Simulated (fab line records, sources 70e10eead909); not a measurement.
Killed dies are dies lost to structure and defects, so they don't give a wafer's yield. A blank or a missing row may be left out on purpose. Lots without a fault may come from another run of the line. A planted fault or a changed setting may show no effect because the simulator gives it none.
Chamber matching | flow nand_harc | NHARC_A_STAIRCASE_TRIM_196 on rie_diel-01: 4 sister chambers
The step chemistry O2, time 211.2 s. 4 wafers are shown with their chamber, then 10 later ones without.

WAFERS WITH THEIR CHAMBER
wafer  | chamber | showerhead_plenum_p_Torr (Torr)
L085.1 | 3       | 3.67
L085.2 | 1       | 3.77
L086.1 | 0       | 3.26
L086.3 | 2       | 3.72

WAFERS WITHOUT THEIR CHAMBER
wafer  | showerhead_plenum_p_Torr (Torr)
L086.5 | 3.67
L090.3 | 3.81
L090.4 | 3.77
L090.5 | 3.81
L090.1 | 3.67
L090.2 | 3.71
L090.6 | 3.77
L096.2 | 3.71
L096.3 | 3.77
L096.4 | 3.80

WHICH CHAMBER EACH WENT THROUGH
wafer  | from the rows above     | in truth
L086.5 | 3                       | 3
L090.3 | 1                       | 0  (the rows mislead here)
L090.4 | 1                       | 1
L090.5 | 1                       | 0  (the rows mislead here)
L090.1 | 3                       | 3
L090.2 | can't be placed: 2 or 3 | 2
L090.6 | 1                       | 1
L096.2 | can't be placed: 2 or 3 | 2
L096.3 | 1                       | 1
L096.4 | 1                       | 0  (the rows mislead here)
Placed correctly: 5 of 10. Can't be placed from these rows: 2 (the true chamber is among the candidates in 2). Placed wrongly: 3.
How it was worked out, from the rows above alone: a wafer's distance from a chamber is the root of the sum, over the readings, of the square of ((its reading less the chamber's mean) divided by the reading's scatter). The wafer belongs to the nearest chamber; if the next one is less than 2 further off, it can't be placed. A chamber's mean is the mean of its shown wafers. The scatter: with one shown wafer a chamber, the root of the mean of the squares of how far each hidden wafer lies from its nearest shown one.
